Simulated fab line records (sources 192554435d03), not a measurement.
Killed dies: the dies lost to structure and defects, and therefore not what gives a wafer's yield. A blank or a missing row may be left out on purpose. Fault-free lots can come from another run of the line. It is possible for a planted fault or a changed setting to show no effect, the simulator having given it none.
3 desks looking at one fault ; flow n5_finfet ; each desk has only its own numbers; what lay behind them comes last

FROM THE METROLOGY DESK
What the gauges read for every lot (on any tool): the sampled wafers with a number, averaged. Marked OUT: a lot whose mean sits more than 4 standard deviations from the usual mean, which makes it out of limits; the brackets give that distance. Of its 15 readings 7 are shown: those that lie furthest out on some lot.
Columns: A = IOFF_P at N5_BEOL_M4_RC_MEAS_101, usual 0.22 nA/um; B = IOFF_P_LIN at N5_BEOL_M4_RC_MEAS_101, usual 0.102 nA/um; C = IOFF_P_LONG at N5_BEOL_M4_RC_MEAS_101, usual 0.000107 nA/um; D = ION_P at N5_BEOL_M4_RC_MEAS_101, usual 463 uA/um; E = VT_N_LVT at N5_BEOL_M4_RC_MEAS_101, usual 99 mV; F = VT_P at N5_BEOL_M4_RC_MEAS_101, usual -250 mV; G = VT_P_LONG at N5_BEOL_M4_RC_MEAS_101, usual -275 mV
lot;first seen here;A;B;C;D;E;F;G
L306;day 9 16:38;0.18;0.086;0.000103;456;99;-254;-276
L308;day 10 02:38;0.21;0.100;0.000103;465;98;-249;-277
L304;day 10 04:53;0.19;0.091;0.000103;460;102;-253;-276
L307;day 10 09:45;0.20;0.094;0.000098;462;100;-251;-278
L305;day 10 11:03;0.20;0.096;0.000118;466;101;-250;-274
L309;day 10 15:53;0.19;0.093;0.000105;465;97;-252;-275
L315;day 12 22:41;0.20;0.093;0.000103;458;90;-254;-279
L318;day 13 11:57;0.17;0.080;0.000087;446;92;-257;-282
L323;day 14 04:44;0.13;0.068;0.000089;446;101;-258;-281
L326;day 15 18:01;0.19;0.092;0.000095;458;98;-252;-279
Result from this desk: across the 10 lots, nothing is out of limits.

DESK OF THE TOOL OWNER: ald_hk-02
The tool's own readings at N5_HKMG_FIN_ALD_74 (deposits La2O3, target thk 0.5 nm, pulse time 6 s, co reactant pulse time 1 s): means of the sampled wafers that have a number, for each lot that ran on this tool. Marked OUT: a lot whose mean sits more than 4 standard deviations from the usual mean, which makes it out of limits; the brackets give that distance.
Columns: A = heater_power_outer_w at N5_HKMG_FIN_ALD_74, usual 195 W; B = heater_power_w at N5_HKMG_FIN_ALD_74, usual 358 W; C = precursor_pulse_height_rel at N5_HKMG_FIN_ALD_74, usual 0.998
lot;first seen here;A;B;C
L307;day 4 22:48;189;346;0.999
L309;day 5 06:40;191;350;0.967
L315;day 6 21:11;194;358;0.997
L318;day 7 12:19;198;354;1.006
Result from this desk: across the 4 lots, nothing is out of limits.

THE DEFECT DESK
Inspection counts along the route, by lot: the mean over sampled wafers that carry a number. Marked OUT: a lot whose mean sits more than 4 standard deviations from the usual mean, which makes it out of limits; the brackets give that distance.
Columns: A = raw_defect_count at N5_BEOL_M4_INSPECT_59, usual 65
lot;first seen here;A
L306;day 9 16:56;35
L308;day 10 02:57;69
L304;day 10 05:12;70
L307;day 10 10:05;48
L305;day 10 11:22;80
L309;day 10 16:10;77
L315;day 12 22:58;59
L318;day 13 12:14;44
L323;day 14 05:02;80
L326;day 15 18:28;64
Result from this desk: across the 10 lots, nothing is out of limits.

ALL TOGETHER
Metrology desk: nothing out of limits seen.
The tool owner's desk saw nothing out of limits.
Nothing the defect desk looked at was out of limits.

WHAT HAD BEEN PUT IN BY THE SIMULATOR
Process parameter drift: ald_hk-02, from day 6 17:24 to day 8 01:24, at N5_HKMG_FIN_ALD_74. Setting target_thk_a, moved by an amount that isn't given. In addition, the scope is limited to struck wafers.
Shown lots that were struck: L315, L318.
